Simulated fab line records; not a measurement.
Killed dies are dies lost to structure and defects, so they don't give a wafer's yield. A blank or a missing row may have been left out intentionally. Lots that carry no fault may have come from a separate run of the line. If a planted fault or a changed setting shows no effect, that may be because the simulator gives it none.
Struck lot and sound lot, side by side	flow nandHarc	15 steps out of a route of 1302
Sound: these wafers, L141.2, L141.4, L141.5. Struck: wafer L148.3 (L148.2, L148.5, from the same lot, were not struck and are left out); the cause is given at the end.
At each step with rows: each side's tool, then ch and its chambers, then its first start. Under that, the readings that differ: sound wafers	struck wafers	difference of the means	sigmas: that difference in standard deviations of wafers without a fault.
alike: readings with means less than 2 such deviations apart, plus words and numbers identical on both sides. not compared: withheld readings, readings lacking a value on some wafer, bounds such as >300 that could conceal the same value, and numbers that have no deviation in the record and whose values overlap.
A row with sigmas, a row that says differs or no value, or rows on one side alone: a step with any of these is where the two part. Numbers that have no deviation but don't overlap get no sigmas and don't part them. A reading that every wafer of one side lacks parts them only if that side has two wafers or more.

first, 7 steps without rows for these wafers: NHARC_P_M1_COAT_34 (time 65 s); NHARC_P_M1_COAT_03 (resist thk 90 nm); NHARC_P_M1_SOFTBAKE_04 (time 55 s); NHARC_P_M1_EBR_05; NHARC_P_M1_EXPOSE_06 (exposes mask P M1, target cd 130 nm); NHARC_P_M1_PEB_07 (peb time 65 s); NHARC_P_M1_DEVELOP_08 (develop time 35 s).
NHARC_P_M1_CD_MEAS_09 targets a cd of 130 nm.
  sound on cdSem-03 ch 0, day 8 03:10; struck on cdSem-03 ch 0, day 11 03:33
  alike: cdNm
NHARC_P_M1_OVL_MEAS_10: pitch 260 nm.
  struck on overlay-01, day 11 03:38; sound on overlay-02, day 8 03:16
  alike: overlayXNm, overlayYNm
NHARC_P_M1_INSPECT_11:
  struck on defectInspect-01, day 11 03:41; sound on defectInspect-01, day 8 03:17
  alike: rawDefectCount
NHARC_P_M1_DESCUM_14: chemistry O2, time 3 s.
  sound on rieDiel-07 ch 0,2,3, day 8 03:22; struck on rieDiel-07 ch 3, day 11 03:45
reading	sound	struck	difference	sigmas
o2FlowSccm (sccm)	200.5 200.9 200.6	199.2	-1.5	-3
  alike: drypumpMotorCurrentA, mfcArSccm, oesProductAu, rfVppV, showerheadPlenumPTorr, throttleValvePct
  not compared: rfHoursCounterH
NHARC_P_M1_ETCH_35: etches the open film in N2/H2, target depth 40 nm, overetch 12 nm, time 43.94 s.
  sound on rieDiel-07 ch 0,3, day 8 03:26; struck on rieDiel-07 ch 0, day 11 03:49
reading	sound	struck	difference	sigmas
throttleValvePct (%)	14.174 14.165 14.167	14.193	+0.024	+3
  alike: biasW, drypumpMotorCurrentA, mfcArSccm, oesProductAu, rfVppV, showerheadPlenumPTorr
  not compared: rfHoursCounterH
NHARC_P_M1_ETCH_15: etches the open film in C4F8/Ar, target depth 182.5 nm, time 91.2 s.
  sound on rieDiel-07 ch 0,1,2, day 8 03:32; struck on rieDiel-07 ch 3, day 11 03:55
reading	sound	struck	difference	sigmas
oesProductAu (a.u.)	0.962 1.005 0.952	1.244	+0.271	+12
  alike: biasW, rfVppV
  not compared: rfHoursCounterH
NHARC_P_M1_CD_MEAS_16:
  struck on cdSem-01, day 11 04:03; sound on cdSem-03, day 8 03:40
  alike: cdNm
-- record jumps: 18 days between struck wafers' starts before vs after; left off in module P_M1, resumes in module END, first step shown is number 1302 of the route --
NHARC_END_SORT_01:
  sound on prober-02 ch 0, day 25 16:25; struck on prober-01 ch 0, day 29 09:53
  alike: defectLimitedYield, killedAtArray, killedAtOther, killedAtPeriphery, killedDies, killedOpen, killedShort, sort_bin_2_pct, sort_bin_3_pct, sort_bin_4_pct, sortNPass, sortRimYieldPct, sortYieldPct

WHERE THEY PART
At NHARC_P_M1_DESCUM_14 first; at NHARC_P_M1_ETCH_15 last (within this record only). Later steps at which nothing parts them and some readings are alike: NHARC_P_M1_CD_MEAS_16, NHARC_END_SORT_01.

WHY: whatever the simulator had introduced
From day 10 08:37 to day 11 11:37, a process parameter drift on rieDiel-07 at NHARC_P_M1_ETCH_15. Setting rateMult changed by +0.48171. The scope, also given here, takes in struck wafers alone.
